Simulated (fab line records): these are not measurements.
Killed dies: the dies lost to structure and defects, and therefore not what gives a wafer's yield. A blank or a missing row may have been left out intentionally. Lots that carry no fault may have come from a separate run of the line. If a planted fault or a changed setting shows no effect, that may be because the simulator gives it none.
A lot that was struck, set against a sound lot ; flow n5Finfet ; 38 steps out of a route of 1938
Sound: wafers L611.2, L611.3, L611.6. Struck: wafer L601.3 (L601.2, L601.4, from the same lot, were not struck and are left out); the cause is given at the end.
At each step with rows: each side's tool, then ch and its chambers, then its first start. Under that, the readings that differ: sound wafers ; struck wafers ; difference of the means ; sigmas: that difference in standard deviations of wafers without a fault.
alike: readings whose means differ by less than 2 such deviations, and words and numbers that are the same on both sides. not compared: withheld readings, readings that some wafer has no value for, bounds like >300 that may hide the same value, and numbers for which the record gives no deviation and whose values overlap.
Wherever a step has rows on one side only, a row that says differs or no value, or a row with sigmas, the two part there. When numbers do not overlap yet have no deviation, they are printed without sigmas and do not part them. Lack of a reading on every wafer of one side parts them only where that side has two or more wafers.

first, 10 steps without rows for these wafers: N5_GATE_CUT_ETCHBACK_00 (etches W in SF6/Cl2); N5_GATE_CUT_ETCH_56 (etches TiN in Cl2/Ar, target depth 21.6 nm); N5_GATE_CUT_ETCHBACK_30 (etches TiN in Cl2/Ar, target depth 3 nm); N5_GATE_CUT_VAPOR_ETCH_60 (etches HfO2 in BCl3/Cl2); N5_GATE_CUT_ETCH_58 (etches SiNx in CH3F/O2, target depth 17 nm, time 128.6 s); N5_GATE_CUT_STRIP_59 (strips in N2/H2, time 20 s); N5_GATE_CUT_PRECLEAN_31 (cleans in DIW, time 300 s); N5_GATE_CUT_SRD_32 (time 30 s); N5_GATE_CUT_SAC_CAP_01 (material SiNx, target thk 24 nm, pulse time 1 s, ald cycles 480); N5_GATE_CUT_PECVD_57 (deposits SiNx from SiH4/NH3/N2, target thk 21 nm).
N5_GATE_CUT_CMP_02: polishes, stops on SiO2, t overpolish 12.7 s, target thk 0 nm.
  sound on cmp-04 ch 1,2,3, day 9 10:07; struck on cmp-01 ch 1, day 6 22:54
reading;sound;struck;difference;sigmas
timeToEndpointS (s);21.3 23.9 24.0;12.1;-11.0;-5
model.SiO2_flowable_of_ILD0_FCVD_FILL_01.thkNm (nm);115.6 115.4 114.8;114.4;-0.9;
  alike: motorCurrentA, overpolishRunS
then, 25 steps without rows for these wafers: N5_GATE_CUT_HM_DEP_46 (deposits SiO2 from TEOS/O2, target thk 130 nm, time 26.6 s); N5_GATE_CUT_COAT_34 (time 60 s, resist thk 60 nm); N5_GATE_CUT_COAT_35 (time 60 s, resist thk 10 nm); N5_GATE_CUT_COAT_27 (time 60 s, resist thk 10 nm); N5_GATE_CUT_COAT_07 (resist thk 30 nm); N5_GATE_CUT_EBR_09; N5_GATE_CUT_SOFTBAKE_08 (time 60 s); N5_GATE_CUT_EXPOSE_10 (exposes mask GATE CUT, target cd 20 nm); N5_GATE_CUT_PEB_11 (peb time 60 s); N5_GATE_CUT_DEVELOP_12 (develop time 30 s); N5_GATE_CUT_DESCUM_18 (chemistry O2, time 7 s); N5_GATE_CUT_ETCH_28 (etches underlayer in N2/H2, target depth 13 nm, time 10.4 s); N5_GATE_CUT_ETCH_36 (etches SiARC in CF4, target depth 13 nm, time 21.7 s); N5_GATE_CUT_ETCH_37 (etches SOC in N2/H2, target depth 60 nm, overetch 12 nm, time 90 s); N5_GATE_CUT_STRIP_38 (strips in N2/H2); N5_GATE_CUT_STRIP_39 (strips in N2/H2); N5_GATE_CUT_HM_OPEN_40 (chemistry C4F6/O2, target SiO2, target depth 139 nm, time 85.1 s); N5_GATE_CUT_STRIP_41 (strips in CF4); N5_GATE_CUT_STRIP_42 (strips in O2); N5_GATE_CUT_ETCH_19 (etches SiNx in CH3F/O2, target depth 53.7 nm, time 76.7 s); N5_GATE_CUT_CUT_ETCH_53 (etches W in SF6/Cl2, target depth 79.2 nm); N5_GATE_CUT_CUT_ETCH_54 (etches TiN in Cl2/BCl3, target depth 96.7 nm); N5_GATE_CUT_CUT_ETCH_55 (etches HfO2 in BCl3, target depth 3.2 nm); N5_GATE_CUT_ETCH_47 (etches SiO2 in Cl2/BCl3, target depth 10 nm); N5_GATE_CUT_VAPOR_ETCH_48 (etches TiN in BCl3/Cl2).
N5_MOL_CONTACT_COAG_WET_ETCH_116: etches the open film in SC1-inhibited, target depth 4.6 nm, rinse time 30 s.
  sound on wetBench-03 ch 4,6,7, day 9 21:52; struck on wetBench-05 ch 1, day 7 09:36
reading;sound;struck;difference;sigmas
model.SiO2_flowable_of_ILD0_FCVD_FILL_01.thkNm (nm);112 111.8 111.2;110.8;-0.9;
  alike: rinseTempC
-- here the record skips 3 days between the struck wafers' starts before and after, leaving off in module MOL_CONTACT_COAG and picking up in module BEOL_M4 (first step shown: number 1111 of the route) --
N5_BEOL_M4_RC_MEAS_101:
  sound on prober-01 ch 0, day 12 22:34; struck on prober-02 ch 0, day 10 02:45
reading;sound;struck;difference;sigmas
SS_N (mV/dec);72.2 71.9 72.2;71.0;-1.1;-2
  alike: DIBL_N, DIBL_P, IOFF_N, IOFF_P, ION_N, ION_P, SS_P, VT_N, VT_P

## WHERE THEY PART
Earliest at N5_GATE_CUT_CMP_02; latest, in this record, at N5_BEOL_M4_RC_MEAS_101.

WHY: the cause the simulator had injected
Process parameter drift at N5_GATE_CUT_CMP_02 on cmp-01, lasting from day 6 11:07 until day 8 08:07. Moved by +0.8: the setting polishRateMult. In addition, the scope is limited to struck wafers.
